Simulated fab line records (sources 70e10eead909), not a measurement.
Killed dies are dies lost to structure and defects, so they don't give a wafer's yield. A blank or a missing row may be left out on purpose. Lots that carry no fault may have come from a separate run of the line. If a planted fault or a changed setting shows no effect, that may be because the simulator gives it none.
fab line records || flow nand_harc
record {"lots": 5, "wafers": 15, "last_day": 32}
route steps=1302 shown P_GATE@170 END@1302
lots with no fault: from the same line, run without faults
start_h: hours from the record's first day to the start of the lot's first wafer shown || wait_h: hours from the lot's prior step to this one || " as in the row above || L1.1+2: a row that stands for several wafers || - either no value or no given start || * or withheld: withheld || < > ~ a bound
route shown NAME@n: NAME is a module with steps in the file, n the number in the route of the first one || usual: mean/standard deviation of fault-free wafers || same: alike in all rows || chamber/n: place in a boat || sites: readings site by site || _std_site: standard deviation across them || _edge_site: the outer-site mean with the inner-site mean subtracted || radius_mm: for every site, how far away it sits from the centre of the wafer || mask NAME#n: copy n || behind: the last tool/chamber to shape the wafer || hold: the reason the lot was held/the length of the hold in hours/how it ended || device: transistor that didn't switch, given as n, p or np || end of line: the same wafers' tests at the end of the route || a step given without rows: its recipe and nothing more || killed: dies that structure and defects cost at the first sort, which is not the same as the wafer's yield || map: shows each die of a wafer: x if killed, . if not, _ if none is there
set.NAME: the setting as run; set.NAME@STEP: as run at that earlier step || model.NAME: the simulator's own value behind a step, which no gauge read
a table for each step, a row for each wafer; lots at some steps of the route
services: from which hour (start_h, from the record's first day; less than 0 if before it) a tool's chamber was out of use, for how many hours, and why
## steps
# step NHARC_P_GATE_CD_MEAS_46
# recipe {"target_cd_nm": 720, "landing_energy_ev": 500}
# usual {"cd_nm": "720.3/1.3"}
{"lot.wafer": "L553.1", "tool": "cd_sem-01", "chamber": 0, "start_h": 106.22, "wait_h": "-", "cd_nm": 720.9}
{"lot.wafer": "L553.2", "tool": "cd_sem-01", "chamber": 0, "start_h": 106.22, "wait_h": "-", "cd_nm": 719.9}
{"lot.wafer": "L553.5", "tool": "cd_sem-01", "chamber": 0, "start_h": 106.22, "wait_h": "-", "cd_nm": 719.3}
{"lot.wafer": "L560.3", "tool": "cd_sem-02", "chamber": 0, "start_h": 178.27, "wait_h": "-", "cd_nm": 722.4}
{"lot.wafer": "L560.5", "tool": "cd_sem-02", "chamber": 0, "start_h": 178.27, "wait_h": "-", "cd_nm": 722.9}
{"lot.wafer": "L560.6", "tool": "cd_sem-02", "chamber": 0, "start_h": 178.27, "wait_h": "-", "cd_nm": 721.5}
{"lot.wafer": "L563.2", "tool": "cd_sem-03", "chamber": 0, "start_h": 206.32, "wait_h": "-", "cd_nm": 723.4}
{"lot.wafer": "L563.3", "tool": "cd_sem-03", "chamber": 0, "start_h": 206.32, "wait_h": "-", "cd_nm": 721.4}
{"lot.wafer": "L563.4", "tool": "cd_sem-03", "chamber": 0, "start_h": 206.32, "wait_h": "-", "cd_nm": 720.4}
{"lot.wafer": "L568.1", "tool": "cd_sem-03", "chamber": 0, "start_h": 255.88, "wait_h": "-", "cd_nm": 719.5}
{"lot.wafer": "L568.4", "tool": "cd_sem-03", "chamber": 0, "start_h": 255.88, "wait_h": "-", "cd_nm": 720.4}
{"lot.wafer": "L568.6", "tool": "cd_sem-03", "chamber": 0, "start_h": 255.88, "wait_h": "-", "cd_nm": 719.6}
{"lot.wafer": "L575.1", "tool": "cd_sem-01", "chamber": 0, "start_h": 327.31, "wait_h": "-", "cd_nm": 721.9}
{"lot.wafer": "L575.3", "tool": "cd_sem-01", "chamber": 0, "start_h": 327.31, "wait_h": "-", "cd_nm": 719.2}
{"lot.wafer": "L575.4", "tool": "cd_sem-01", "chamber": 0, "start_h": 327.31, "wait_h": "-", "cd_nm": 719.8}
# step NHARC_P_GATE_HARDBAKE_47
# recipe {"temp_c": 125, "time_s": 80}
# step NHARC_P_GATE_DESCUM_48
# recipe {"time_s": 3, "o2_flow_sccm": 200, "ar_flow_sccm": 0, "bias_power_w": 0, "chemistry": "O2"}
# usual {"drypump_motor_current_A": "5.8/0.36", "oes_product_au": "0.997/0.0082", "rf_vpp_V": "57.9/0.9", "showerhead_plenum_p_Torr": "1.96/0.07", "throttle_valve_pct": "11.311/0.0094"}
{"lot.wafer": "L553.2", "tool": "rie_diel-06", "chamber": 3, "start_h": 106.40, "wait_h": "-", "drypump_motor_current_A": 5.8, "oes_product_au": 1.002, "rf_hours_counter_h": 7, "rf_vpp_V": 58.1, "showerhead_plenum_p_Torr": 1.87, "throttle_valve_pct": 11.315}
{"lot.wafer": "L553.1", "tool": "rie_diel-06", "chamber": 0, "start_h": 106.40, "wait_h": "-", "drypump_motor_current_A": 6.1, "oes_product_au": 1.004, "rf_hours_counter_h": 9, "rf_vpp_V": 57.0, "showerhead_plenum_p_Torr": 2.03, "throttle_valve_pct": 11.307}
{"lot.wafer": "L553.5", "tool": "rie_diel-06", "chamber": 2, "start_h": 106.40, "wait_h": "-", "drypump_motor_current_A": 6.1, "oes_product_au": 1.003, "rf_hours_counter_h": "-", "rf_vpp_V": 57.6, "showerhead_plenum_p_Torr": 1.89, "throttle_valve_pct": 11.313}
{"lot.wafer": "L560.3", "tool": "rie_diel-11", "chamber": 0, "start_h": 178.45, "wait_h": "-", "drypump_motor_current_A": 5.9, "oes_product_au": 0.993, "rf_hours_counter_h": 4, "rf_vpp_V": 57.0, "showerhead_plenum_p_Torr": 1.99, "throttle_valve_pct": 11.311}
{"lot.wafer": "L560.6", "tool": "rie_diel-11", "chamber": 2, "start_h": 178.45, "wait_h": "-", "drypump_motor_current_A": 5.8, "oes_product_au": 1.007, "rf_hours_counter_h": "-", "rf_vpp_V": 58.4, "showerhead_plenum_p_Torr": 2.04, "throttle_valve_pct": 11.307}
{"lot.wafer": "L560.5", "tool": "rie_diel-11", "chamber": 3, "start_h": 178.45, "wait_h": "-", "drypump_motor_current_A": 5.9, "oes_product_au": 0.989, "rf_hours_counter_h": "-", "rf_vpp_V": 57.7, "showerhead_plenum_p_Torr": 1.89, "throttle_valve_pct": 11.324}
{"lot.wafer": "L563.2", "tool": "rie_diel-03", "chamber": 3, "start_h": 206.48, "wait_h": "-", "drypump_motor_current_A": 4.8, "oes_product_au": 0.989, "rf_hours_counter_h": 5, "rf_vpp_V": 57.6, "showerhead_plenum_p_Torr": 2.03, "throttle_valve_pct": 11.304}
{"lot.wafer": "L563.3", "tool": "rie_diel-03", "chamber": 0, "start_h": 206.48, "wait_h": "-", "drypump_motor_current_A": 5.5, "oes_product_au": 0.999, "rf_hours_counter_h": 6, "rf_vpp_V": 57.6, "showerhead_plenum_p_Torr": 1.98, "throttle_valve_pct": 11.307}
{"lot.wafer": "L563.4", "tool": "rie_diel-03", "chamber": 1, "start_h": 206.48, "wait_h": "-", "drypump_motor_current_A": 5.8, "oes_product_au": 1.010, "rf_hours_counter_h": 7, "rf_vpp_V": 57.4, "showerhead_plenum_p_Torr": 1.81, "throttle_valve_pct": 11.314}
{"lot.wafer": "L568.1", "tool": "rie_diel-06", "chamber": 2, "start_h": 256.04, "wait_h": "-", "drypump_motor_current_A": 6.1, "oes_product_au": 0.997, "rf_hours_counter_h": 6, "rf_vpp_V": 57.2, "showerhead_plenum_p_Torr": 1.89, "throttle_valve_pct": 11.316}
{"lot.wafer": "L568.4", "tool": "rie_diel-06", "chamber": 3, "start_h": 256.04, "wait_h": "-", "drypump_motor_current_A": 5.7, "oes_product_au": 1.001, "rf_hours_counter_h": 7, "rf_vpp_V": 58.9, "showerhead_plenum_p_Torr": 1.87, "throttle_valve_pct": 11.288}
{"lot.wafer": "L568.6", "tool": "rie_diel-06", "chamber": 3, "start_h": 256.04, "wait_h": "-", "drypump_motor_current_A": 5.8, "oes_product_au": 0.993, "rf_hours_counter_h": "-", "rf_vpp_V": 59.2, "showerhead_plenum_p_Torr": 1.87, "throttle_valve_pct": 11.308}
{"lot.wafer": "L575.3", "tool": "rie_diel-11", "chamber": 0, "start_h": 327.46, "wait_h": "-", "drypump_motor_current_A": 5.9, "oes_product_au": 0.994, "rf_hours_counter_h": 4, "rf_vpp_V": 57.7, "showerhead_plenum_p_Torr": 1.99, "throttle_valve_pct": 11.306}
{"lot.wafer": "L575.1", "tool": "rie_diel-11", "chamber": 1, "start_h": 327.46, "wait_h": "-", "drypump_motor_current_A": 6.2, "oes_product_au": 0.995, "rf_hours_counter_h": 3, "rf_vpp_V": 58.9, "showerhead_plenum_p_Torr": 2.00, "throttle_valve_pct": 11.328}
{"lot.wafer": "L575.4", "tool": "rie_diel-11", "chamber": 2, "start_h": 327.46, "wait_h": "-", "drypump_motor_current_A": 5.8, "oes_product_au": 0.990, "rf_hours_counter_h": 4, "rf_vpp_V": 58.2, "showerhead_plenum_p_Torr": 2.03, "throttle_valve_pct": 11.322}
# step NHARC_P_GATE_IMPLANT_49
# recipe {"energy_kev": 30, "dose_cm2": 3e+15, "tilt_deg": 7}
# step NHARC_P_GATE_STRIP_111
# recipe {"power_w": 1500, "temp_c": 110, "time_s": 250, "chemistry": "N2/H2"}
# usual {"drypump_motor_current_A": "5.42/0.29", "heater_power_w": "90/3.8"}
{"lot.wafer": "L553.1", "tool": "plasma_asher-02", "chamber": 0, "start_h": 106.75, "wait_h": 0.2, "drypump_motor_current_A": 5.75, "heater_power_w": 83, "rf_hours_counter_h": 7}
{"lot.wafer": "L553.2", "tool": "plasma_asher-02", "chamber": 1, "start_h": 106.75, "wait_h": 0.2, "drypump_motor_current_A": 5.88, "heater_power_w": 88, "rf_hours_counter_h": 7}
{"lot.wafer": "L553.5", "tool": "plasma_asher-02", "chamber": 1, "start_h": 106.75, "wait_h": 0.2, "drypump_motor_current_A": 5.85, "heater_power_w": 87, "rf_hours_counter_h": "-"}
{"lot.wafer": "L560.3", "tool": "plasma_asher-01", "chamber": 1, "start_h": 178.94, "wait_h": 0.3, "drypump_motor_current_A": 5.13, "heater_power_w": 91, "rf_hours_counter_h": "-"}
{"lot.wafer": "L560.5", "tool": "plasma_asher-01", "chamber": 0, "start_h": 178.94, "wait_h": 0.3, "drypump_motor_current_A": 5.36, "heater_power_w": 91, "rf_hours_counter_h": "-"}
{"lot.wafer": "L560.6", "tool": "plasma_asher-01", "chamber": 1, "start_h": 178.94, "wait_h": 0.3, "drypump_motor_current_A": 5.10, "heater_power_w": 95, "rf_hours_counter_h": "-"}
{"lot.wafer": "L563.2", "tool": "plasma_asher-01", "chamber": 0, "start_h": 206.85, "wait_h": 0.2, "drypump_motor_current_A": 5.33, "heater_power_w": 95, "rf_hours_counter_h": 6}
{"lot.wafer": "L563.3", "tool": "plasma_asher-01", "chamber": 0, "start_h": 206.85, "wait_h": 0.2, "drypump_motor_current_A": 5.37, "heater_power_w": 96, "rf_hours_counter_h": "-"}
{"lot.wafer": "L563.4", "tool": "plasma_asher-01", "chamber": 1, "start_h": 206.85, "wait_h": 0.2, "drypump_motor_current_A": 5.07, "heater_power_w": 92, "rf_hours_counter_h": "-"}
{"lot.wafer": "L568.1", "tool": "plasma_asher-01", "chamber": 1, "start_h": 256.46, "wait_h": 0.2, "drypump_motor_current_A": 5.09, "heater_power_w": 91, "rf_hours_counter_h": 15}
{"lot.wafer": "L568.4", "tool": "plasma_asher-01", "chamber": 1, "start_h": 256.46, "wait_h": 0.2, "drypump_motor_current_A": 5.11, "heater_power_w": 93, "rf_hours_counter_h": "-"}
{"lot.wafer": "L568.6", "tool": "plasma_asher-01", "chamber": 1, "start_h": 256.46, "wait_h": 0.2, "drypump_motor_current_A": 5.10, "heater_power_w": 92, "rf_hours_counter_h": "-"}
{"lot.wafer": "L575.1", "tool": "plasma_asher-01", "chamber": 1, "start_h": 327.84, "wait_h": 0.2, "drypump_motor_current_A": 5.14, "heater_power_w": 91, "rf_hours_counter_h": 33}
{"lot.wafer": "L575.3", "tool": "plasma_asher-01", "chamber": 1, "start_h": 327.84, "wait_h": 0.2, "drypump_motor_current_A": 5.13, "heater_power_w": 90, "rf_hours_counter_h": "-"}
{"lot.wafer": "L575.4", "tool": "plasma_asher-01", "chamber": 0, "start_h": 327.84, "wait_h": 0.2, "drypump_motor_current_A": 5.35, "heater_power_w": 94, "rf_hours_counter_h": "-"}
# step NHARC_P_GATE_STRIP_75
# recipe {"power_w": 1500, "temp_c": 250, "chemistry": "O2"}
# usual {"drypump_motor_current_A": "5.42/0.29", "heater_power_w": "339/15"}
{"lot.wafer": "L553.1", "tool": "plasma_asher-02", "chamber": 0, "start_h": 107.05, "wait_h": 0.3, "drypump_motor_current_A": 5.80, "heater_power_w": 313, "rf_hours_counter_h": 7}
{"lot.wafer": "L553.2", "tool": "plasma_asher-02", "chamber": 1, "start_h": 107.05, "wait_h": 0.3, "drypump_motor_current_A": 5.85, "heater_power_w": 326, "rf_hours_counter_h": 7}
{"lot.wafer": "L553.5", "tool": "plasma_asher-02", "chamber": 1, "start_h": 107.05, "wait_h": 0.3, "drypump_motor_current_A": 5.83, "heater_power_w": 328, "rf_hours_counter_h": "-"}
{"lot.wafer": "L560.3", "tool": "plasma_asher-01", "chamber": 1, "start_h": 179.13, "wait_h": 0.1, "drypump_motor_current_A": 5.08, "heater_power_w": 339, "rf_hours_counter_h": "-"}
{"lot.wafer": "L560.5", "tool": "plasma_asher-01", "chamber": 0, "start_h": 179.13, "wait_h": 0.1, "drypump_motor_current_A": 5.32, "heater_power_w": 349, "rf_hours_counter_h": "-"}
{"lot.wafer": "L560.6", "tool": "plasma_asher-01", "chamber": 1, "start_h": 179.13, "wait_h": 0.1, "drypump_motor_current_A": 5.12, "heater_power_w": 345, "rf_hours_counter_h": "-"}
{"lot.wafer": "L563.2", "tool": "plasma_asher-01", "chamber": 0, "start_h": 207.16, "wait_h": 0.3, "drypump_motor_current_A": 5.34, "heater_power_w": 354, "rf_hours_counter_h": 6}
{"lot.wafer": "L563.3", "tool": "plasma_asher-01", "chamber": 0, "start_h": 207.16, "wait_h": 0.3, "drypump_motor_current_A": 5.35, "heater_power_w": 364, "rf_hours_counter_h": "-"}
{"lot.wafer": "L563.4", "tool": "plasma_asher-01", "chamber": 1, "start_h": 207.16, "wait_h": 0.3, "drypump_motor_current_A": 5.13, "heater_power_w": 342, "rf_hours_counter_h": "-"}
{"lot.wafer": "L568.1", "tool": "plasma_asher-01", "chamber": 1, "start_h": 256.72, "wait_h": 0.2, "drypump_motor_current_A": 5.05, "heater_power_w": 351, "rf_hours_counter_h": 16}
{"lot.wafer": "L568.4", "tool": "plasma_asher-01", "chamber": 1, "start_h": 256.72, "wait_h": 0.2, "drypump_motor_current_A": 5.10, "heater_power_w": 351, "rf_hours_counter_h": "-"}
{"lot.wafer": "L568.6", "tool": "plasma_asher-01", "chamber": 1, "start_h": 256.72, "wait_h": 0.2, "drypump_motor_current_A": 5.11, "heater_power_w": 346, "rf_hours_counter_h": "-"}
{"lot.wafer": "L575.1", "tool": "plasma_asher-01", "chamber": 1, "start_h": 328.14, "wait_h": 0.3, "drypump_motor_current_A": 5.12, "heater_power_w": 347, "rf_hours_counter_h": 33}
{"lot.wafer": "L575.3", "tool": "plasma_asher-01", "chamber": 1, "start_h": 328.14, "wait_h": 0.3, "drypump_motor_current_A": 5.09, "heater_power_w": 338, "rf_hours_counter_h": "-"}
{"lot.wafer": "L575.4", "tool": "plasma_asher-01", "chamber": 0, "start_h": 328.14, "wait_h": 0.3, "drypump_motor_current_A": 5.33, "heater_power_w": 358, "rf_hours_counter_h": "-"}
# step NHARC_P_GATE_STRIP_50
# recipe {"time_s": 900, "temp_c": 130, "chemistry": "SPM"}
# step NHARC_P_GATE_DEHYDRATE_51
# recipe {"temp_c": 150, "time_s": 120}
# step NHARC_P_GATE_HMDS_52
# recipe {"time_s": 30}
# step NHARC_P_GATE_COAT_53
# recipe {"spin_rpm": 3000}
# step NHARC_P_GATE_SOFTBAKE_54
# recipe {"temp_c": 122, "time_s": 95}
# step NHARC_P_GATE_EBR_55
# step NHARC_P_GATE_EXPOSE_56
# recipe {"na": 0.6, "target_cd_nm": 720, "dose_mj": 14.81, "mask_id": "P_PSD"}
{"lot.wafer": "L553.1+2+5", "tool": "krf_scanner-01", "chamber": 0, "start_h": 107.82, "wait_h": "-", "mask": "P_PSD#0"}
{"lot.wafer": "L560.3+5+6", "tool": "krf_scanner-04", "chamber": 0, "start_h": 179.87, "wait_h": "-", "mask": "P_PSD#0"}
{"lot.wafer": "L563.2+3+4", "tool": "krf_scanner-01", "chamber": 0, "start_h": 207.81, "wait_h": "-", "mask": "P_PSD_R1#0"}
{"lot.wafer": "L568.1+4+6", "tool": "krf_scanner-04", "chamber": 0, "start_h": 257.48, "wait_h": "-", "mask": "P_PSD#0"}
{"lot.wafer": "L575.1+3+4", "tool": "krf_scanner-04", "chamber": 0, "start_h": 328.79, "wait_h": "-", "mask": "P_PSD#0"}
# step NHARC_P_GATE_PEB_57
# recipe {"peb_temp_c": 118, "peb_time_s": 85}
# step NHARC_P_GATE_DEVELOP_58
# recipe {"time_s": 70}
# step NHARC_P_GATE_CD_MEAS_59
# recipe {"target_cd_nm": 720, "landing_energy_ev": 500}
# usual {"cd_nm": "720.0/1.3"}
{"lot.wafer": "L553.1", "tool": "cd_sem-02", "chamber": 0, "start_h": 107.97, "wait_h": "-", "cd_nm": 719.6}
{"lot.wafer": "L553.2", "tool": "cd_sem-02", "chamber": 0, "start_h": 107.97, "wait_h": "-", "cd_nm": 721.8}
{"lot.wafer": "L553.5", "tool": "cd_sem-02", "chamber": 0, "start_h": 107.97, "wait_h": "-", "cd_nm": 721.0}
{"lot.wafer": "L560.3", "tool": "cd_sem-03", "chamber": 0, "start_h": 180.02, "wait_h": "-", "cd_nm": 721.3}
{"lot.wafer": "L560.5", "tool": "cd_sem-03", "chamber": 0, "start_h": 180.02, "wait_h": "-", "cd_nm": 721.0}
{"lot.wafer": "L560.6", "tool": "cd_sem-03", "chamber": 0, "start_h": 180.02, "wait_h": "-", "cd_nm": 720.1}
{"lot.wafer": "L563.2", "tool": "cd_sem-03", "chamber": 0, "start_h": 207.96, "wait_h": "-", "cd_nm": 716.1}
{"lot.wafer": "L563.3", "tool": "cd_sem-03", "chamber": 0, "start_h": 207.96, "wait_h": "-", "cd_nm": 713.0}
{"lot.wafer": "L563.4", "tool": "cd_sem-03", "chamber": 0, "start_h": 207.96, "wait_h": "-", "cd_nm": 714.0}
{"lot.wafer": "L568.1", "tool": "cd_sem-03", "chamber": 0, "start_h": 257.64, "wait_h": "-", "cd_nm": 721.1}
{"lot.wafer": "L568.4", "tool": "cd_sem-03", "chamber": 0, "start_h": 257.64, "wait_h": "-", "cd_nm": 720.4}
{"lot.wafer": "L568.6", "tool": "cd_sem-03", "chamber": 0, "start_h": 257.64, "wait_h": "-", "cd_nm": 719.9}
{"lot.wafer": "L575.1", "tool": "cd_sem-01", "chamber": 0, "start_h": 328.94, "wait_h": "-", "cd_nm": 718.1}
{"lot.wafer": "L575.3", "tool": "cd_sem-01", "chamber": 0, "start_h": 328.94, "wait_h": "-", "cd_nm": 721.8}
{"lot.wafer": "L575.4", "tool": "cd_sem-01", "chamber": 0, "start_h": 328.94, "wait_h": "-", "cd_nm": 720.9}
# step NHARC_P_GATE_HARDBAKE_60
# recipe {"temp_c": 125, "time_s": 80}
# step NHARC_END_SORT_01
# recipe {"temp_c": 25}
# usual {"killed_at_array": "60/21", "killed_at_other": "1.0/1.2", "killed_at_periphery": "4.2/2.8", "killed_dies": "65/20", "killed_open": "3.1/1.8", "killed_short": "2.6/1.6"}
# same {"gross_dies": 677}
{"lot.wafer": "L560.3", "tool": "prober-02", "chamber": 0, "start_h": 624.75, "wait_h": 3.1, "killed_at_array": 104, "killed_at_other": 0, "killed_at_periphery": 7, "killed_dies": 111, "killed_open": 3, "killed_short": 6}
{"lot.wafer": "L560.5", "tool": "prober-02", "chamber": 0, "start_h": 626.34, "wait_h": 3.7, "killed_at_array": 95, "killed_at_other": 0, "killed_at_periphery": 0, "killed_dies": 95, "killed_open": 3, "killed_short": 1}
{"lot.wafer": "L560.6", "tool": "prober-02", "chamber": 0, "start_h": 627.13, "wait_h": 4.0, "killed_at_array": 84, "killed_at_other": 0, "killed_at_periphery": 3, "killed_dies": 87, "killed_open": 3, "killed_short": 3}
{"lot.wafer": "L563.2", "tool": "prober-02", "chamber": 0, "start_h": 649.39, "wait_h": 2.8, "killed_at_array": 62, "killed_at_other": 0, "killed_at_periphery": 1, "killed_dies": 63, "killed_open": 5, "killed_short": 6}
{"lot.wafer": "L563.3", "tool": "prober-02", "chamber": 0, "start_h": 650.20, "wait_h": 3.1, "killed_at_array": 54, "killed_at_other": 0, "killed_at_periphery": 0, "killed_dies": 54, "killed_open": 3, "killed_short": 1}
{"lot.wafer": "L563.4", "tool": "prober-02", "chamber": 0, "start_h": 651.00, "wait_h": 3.4, "killed_at_array": 63, "killed_at_other": 0, "killed_at_periphery": 1, "killed_dies": 64, "killed_open": 1, "killed_short": 2}
{"lot.wafer": "L568.1", "tool": "prober-02", "chamber": 0, "start_h": 685.56, "wait_h": 2.5, "killed_at_array": 46, "killed_at_other": 1, "killed_at_periphery": 1, "killed_dies": 48, "killed_open": 2, "killed_short": 5}
{"lot.wafer": "L568.4", "tool": "prober-02", "chamber": 0, "start_h": 687.97, "wait_h": 3.4, "killed_at_array": 36, "killed_at_other": 1, "killed_at_periphery": 2, "killed_dies": 39, "killed_open": 0, "killed_short": 1}
{"lot.wafer": "L568.6", "tool": "prober-02", "chamber": 0, "start_h": 689.58, "wait_h": 4.0, "killed_at_array": 33, "killed_at_other": 1, "killed_at_periphery": 3, "killed_dies": 37, "killed_open": 3, "killed_short": 4}
{"lot.wafer": "L575.1", "tool": "prober-02", "chamber": 0, "start_h": 772.71, "wait_h": 2.5, "killed_at_array": 78, "killed_at_other": 2, "killed_at_periphery": 1, "killed_dies": 81, "killed_open": 2, "killed_short": 7}
{"lot.wafer": "L575.3", "tool": "prober-02", "chamber": 0, "start_h": 774.32, "wait_h": 3.1, "killed_at_array": 72, "killed_at_other": 1, "killed_at_periphery": 4, "killed_dies": 77, "killed_open": 1, "killed_short": 3}
{"lot.wafer": "L575.4", "tool": "prober-02", "chamber": 0, "start_h": 775.12, "wait_h": 3.4, "killed_at_array": 48, "killed_at_other": 3, "killed_at_periphery": 6, "killed_dies": 57, "killed_open": 5, "killed_short": 1}
# killed by level:class
L560.3 A_CHANNEL_HOLE_D2:chamber_film_flake=35 A_SLIT:chamber_film_flake=29 A_CHANNEL_HOLE_D1:chamber_film_flake=26 P_ZERO_WELL:chamber_film_flake=4 A_CONTACT:chamber_film_flake=4 A_STAIRCASE:chamber_film_flake=3 P_GATE:geometric_particle:short=2 A_ONON_D1:geometric_particle:short=2
L560.5 A_SLIT:chamber_film_flake=36 A_CHANNEL_HOLE_D1:chamber_film_flake=27 A_CHANNEL_HOLE_D2:chamber_film_flake=23 A_WL_FILL:geometric_particle:open=2 A_CONTACT:chamber_film_flake=2 A_CHANNEL_HOLE_D1:geometric_particle:open=1 A_ONON_D2:geometric_particle:short=1 A_CHANNEL_FILL_D1:chamber_film_flake=1
L560.6 A_CHANNEL_HOLE_D1:chamber_film_flake=32 A_CHANNEL_HOLE_D2:chamber_film_flake=23 A_SLIT:chamber_film_flake=15 A_M0:chamber_film_flake=6 A_CHANNEL_FILL_D2:geometric_particle:short=2 P_GATE:geometric_particle:open=1 P_CONTACT:geometric_particle:open=1 A_DECK1_JOINT:geometric_particle:short=1
L563.2 A_SLIT:chamber_film_flake=17 A_CHANNEL_HOLE_D1:chamber_film_flake=12 A_CHANNEL_HOLE_D2:chamber_film_flake=11 A_CONTACT:chamber_film_flake=10 A_ONON_D2:geometric_particle:open=2 A_M0:geometric_particle:open=2 A_CHANNEL_FILL_D2:chamber_film_flake=2 P_M0:geometric_particle:short=1
L563.3 A_CHANNEL_HOLE_D2:chamber_film_flake=19 A_SLIT:chamber_film_flake=15 A_CHANNEL_HOLE_D1:chamber_film_flake=7 A_CONTACT:chamber_film_flake=4 A_CHANNEL_FILL_D1:geometric_particle:short=1 A_ONON_D2:geometric_particle:open=1 A_M0:geometric_particle:open=1 A_M1:geometric_particle:open=1
L563.4 A_SLIT:chamber_film_flake=35 A_CHANNEL_HOLE_D2:chamber_film_flake=9 A_CHANNEL_HOLE_D1:chamber_film_flake=5 A_CONTACT:chamber_film_flake=4 A_STAIRCASE:chamber_film_flake=3 A_CHANNEL_FILL_D2:chamber_film_flake=2 P_M0:geometric_particle:short=1 A_ONON_D2:geometric_particle:open=1
L568.1 A_CHANNEL_HOLE_D1:chamber_film_flake=14 A_CHANNEL_HOLE_D2:chamber_film_flake=11 A_SLIT:chamber_film_flake=4 A_ONON_D2:geometric_particle:short=2 A_STAIRCASE:chamber_film_flake=2 A_CHANNEL_FILL_D1:chamber_film_flake=2 A_CONTACT:chamber_film_flake=2 A_ONON_D1:geometric_particle:short=1
L568.4 A_CHANNEL_HOLE_D2:chamber_film_flake=19 A_CHANNEL_HOLE_D1:chamber_film_flake=5 A_SLIT:chamber_film_flake=5 A_CHANNEL_FILL_D1:chamber_film_flake=2 A_STAIRCASE:chamber_film_flake=2 A_WL_FILL:chamber_film_flake=2 A_CHANNEL_FILL_D1:geometric_particle:short=1 P_ZERO_WELL:chamber_film_flake=1
L568.6 A_CHANNEL_HOLE_D2:chamber_film_flake=13 A_CHANNEL_HOLE_D1:chamber_film_flake=9 A_BLC:geometric_particle:open=2 A_SLIT:chamber_film_flake=2 P_CONTACT:geometric_particle:short=1 P_CONTACT:geometric_particle:open=1 A_ONON_D2:geometric_particle:short=1 A_WL_FILL:geometric_particle:short=1
L575.1 A_SLIT:chamber_film_flake=28 A_CHANNEL_HOLE_D2:chamber_film_flake=23 A_CHANNEL_HOLE_D1:chamber_film_flake=12 A_CONTACT:chamber_film_flake=5 A_WL_FILL:geometric_particle:short=2 THIN_TSV:chamber_film_flake=2 P_STI:geometric_particle:short=1 A_SOURCE_PLATE:geometric_particle:open=1
L575.3 A_SLIT:chamber_film_flake=31 A_CHANNEL_HOLE_D2:chamber_film_flake=15 A_CHANNEL_HOLE_D1:chamber_film_flake=14 A_CONTACT:chamber_film_flake=6 P_GATE:chamber_film_flake=4 A_ONON_D2:geometric_particle:short=2 A_STAIRCASE:chamber_film_flake=2 A_CHANNEL_HOLE_D2:geometric_particle:short=1
L575.4 A_SLIT:chamber_film_flake=16 A_CHANNEL_HOLE_D1:chamber_film_flake=14 A_CHANNEL_HOLE_D2:chamber_film_flake=10 THIN_TSV:chamber_film_flake=3 A_CONTACT:chamber_film_flake=3 P_M0:geometric_particle:open=2 A_WL_FILL:chamber_film_flake=2 P_GATE:geometric_particle:open=1
## services
{"tool": "rie_diel-03", "chamber": "-", "start_h": 104.30, "hours": 9.0, "kind": "pm"}
{"tool": "krf_scanner-04", "chamber": "-", "start_h": 117.63, "hours": 0.5, "kind": "repair"}
{"tool": "rie_diel-06", "chamber": 2, "start_h": 124.25, "hours": 1.3, "kind": "repair"}
{"tool": "plasma_asher-01", "chamber": "-", "start_h": 124.27, "hours": 14.3, "kind": "repair"}
{"tool": "rie_diel-06", "chamber": "-", "start_h": 130.20, "hours": 9.0, "kind": "pm"}
{"tool": "krf_scanner-01", "chamber": "-", "start_h": 133.29, "hours": 9.4, "kind": "repair"}
{"tool": "krf_scanner-01", "chamber": "-", "start_h": 144.55, "hours": 4.0, "kind": "pm"}
{"tool": "rie_diel-06", "chamber": 2, "start_h": 153.30, "hours": 14.5, "kind": "repair"}
{"tool": "rie_diel-03", "chamber": "-", "start_h": 156.79, "hours": 0.7, "kind": "repair"}
{"tool": "plasma_asher-01", "chamber": "-", "start_h": 165.00, "hours": 9.0, "kind": "pm"}
{"tool": "krf_scanner-04", "chamber": "-", "start_h": 174.33, "hours": 1.0, "kind": "repair"}
{"tool": "krf_scanner-01", "chamber": "-", "start_h": 176.73, "hours": 4.5, "kind": "repair"}
{"tool": "krf_scanner-04", "chamber": "-", "start_h": 182.00, "hours": 4.0, "kind": "pm"}
{"tool": "krf_scanner-01", "chamber": "-", "start_h": 212.04, "hours": 1.8, "kind": "repair"}
{"tool": "rie_diel-03", "chamber": 0, "start_h": 240.65, "hours": 3.4, "kind": "repair"}
{"tool": "rie_diel-03", "chamber": 3, "start_h": 243.90, "hours": 21.7, "kind": "repair"}
{"tool": "plasma_asher-02", "chamber": "-", "start_h": 249.25, "hours": 9.0, "kind": "pm"}
{"tool": "rie_diel-11", "chamber": "-", "start_h": 255.50, "hours": 9.0, "kind": "pm"}
{"tool": "krf_scanner-01", "chamber": "-", "start_h": 275.42, "hours": 1.2, "kind": "repair"}
{"tool": "rie_diel-03", "chamber": "-", "start_h": 281.30, "hours": 9.0, "kind": "pm"}
{"tool": "rie_diel-11", "chamber": "-", "start_h": 292.48, "hours": 0.6, "kind": "repair"}
{"tool": "rie_diel-06", "chamber": "-", "start_h": 307.20, "hours": 9.0, "kind": "pm"}
{"tool": "krf_scanner-01", "chamber": "-", "start_h": 316.55, "hours": 4.0, "kind": "pm"}
{"tool": "krf_scanner-04", "chamber": "-", "start_h": 316.59, "hours": 6.2, "kind": "repair"}
## key
first_sign {"step": "NHARC_P_GATE_EXPOSE_56", "reading": "mask", "direction": "changed"}
effect {"step": "NHARC_P_GATE_CD_MEAS_59", "reading": "cd_nm", "direction": "down", "sigmas": 4.4, "usual": 720.0, "struck": 714.4}
met_at NHARC_P_GATE_EXPOSE_56
struck_wafers L563.2,L563.3,L563.4
tester_left_out L563
onset_between 107.82 207.81
fault {"kind": "wrong_mask", "tool": "any", "chamber": "-", "onset_h": 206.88, "steps": "NHARC_P_GATE_EXPOSE_56", "aux_copy": "P_PSD_R1#0", "cd_offset_nm": -3.6267, "scope": "struck_lots_only"}
# tester_left_out: of these lots the tester's yield and bins aren't shown, on N5 and GAA mostly nor the transistor test; their killed dies are dies lost to structure and defects alone, not to doping, threshold or leakage, so they don't give the yield
